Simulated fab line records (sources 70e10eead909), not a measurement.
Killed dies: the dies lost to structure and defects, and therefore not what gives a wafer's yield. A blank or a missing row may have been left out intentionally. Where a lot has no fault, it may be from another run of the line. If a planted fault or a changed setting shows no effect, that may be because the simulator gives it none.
Chamber matching || flow nandHarc || 4 sister chambers for NHARC_P_CONTACT_CMP_24 on cmp-04
The step polishes, t overpolish 30 s, target thk 200 nm. 4 wafers are shown with their chamber, then 8 later ones without.

## WAFERS, EACH WITH ITS CHAMBER
{"wafer": "L079.1", "chamber": 1, "motorCurrentA (A)": 13.2}
{"wafer": "L080.4", "chamber": 2, "motorCurrentA (A)": 12.4}
{"wafer": "L080.5", "chamber": 0, "motorCurrentA (A)": 10.2}
{"wafer": "L085.2", "chamber": 3, "motorCurrentA (A)": 12.8}

## WAFERS WHOSE CHAMBER IS MISSING
{"wafer": "L085.4", "motorCurrentA (A)": 10.9}
{"wafer": "L085.5", "motorCurrentA (A)": 12.5}
{"wafer": "L087.1", "motorCurrentA (A)": 13.8}
{"wafer": "L087.2", "motorCurrentA (A)": 12.8}
{"wafer": "L087.3", "motorCurrentA (A)": 12.6}
{"wafer": "L091.1", "motorCurrentA (A)": 10.9}
{"wafer": "L091.2", "motorCurrentA (A)": 12.8}
{"wafer": "L091.6", "motorCurrentA (A)": 13.1}

## CHAMBER TAKEN BY EACH
{"wafer": "L085.4", "from the rows above": "can't be placed: 0 or 2", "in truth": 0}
{"wafer": "L085.5", "from the rows above": "can't be placed: 2 or 3 or 1", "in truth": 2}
{"wafer": "L087.1", "from the rows above": "can't be placed: 1 or 3 or 2", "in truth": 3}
{"wafer": "L087.2", "from the rows above": "can't be placed: 3 or 1 or 2", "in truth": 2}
{"wafer": "L087.3", "from the rows above": "can't be placed: 2 or 3 or 1", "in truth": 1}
{"wafer": "L091.1", "from the rows above": "can't be placed: 0 or 2", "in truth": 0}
{"wafer": "L091.2", "from the rows above": "can't be placed: 3 or 1 or 2", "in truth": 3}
{"wafer": "L091.6", "from the rows above": "can't be placed: 1 or 3 or 2", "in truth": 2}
Correctly placed: 0 of 8. Not placeable from these rows: 8 (in 8, the candidates include the true chamber). Number placed wrongly: 0.
How it was worked out, from the rows above alone: a wafer's distance from a chamber is the root of the sum, over the readings, of the square of ((its reading less the chamber's mean) divided by the reading's scatter). The wafer belongs to the nearest chamber; if the next one is less than 2 further off, it can't be placed. For every chamber, the mean is computed from those of its wafers that are shown. The scatter: with one shown wafer a chamber, the root of the mean of the squares of how far each hidden wafer lies from its nearest shown one.
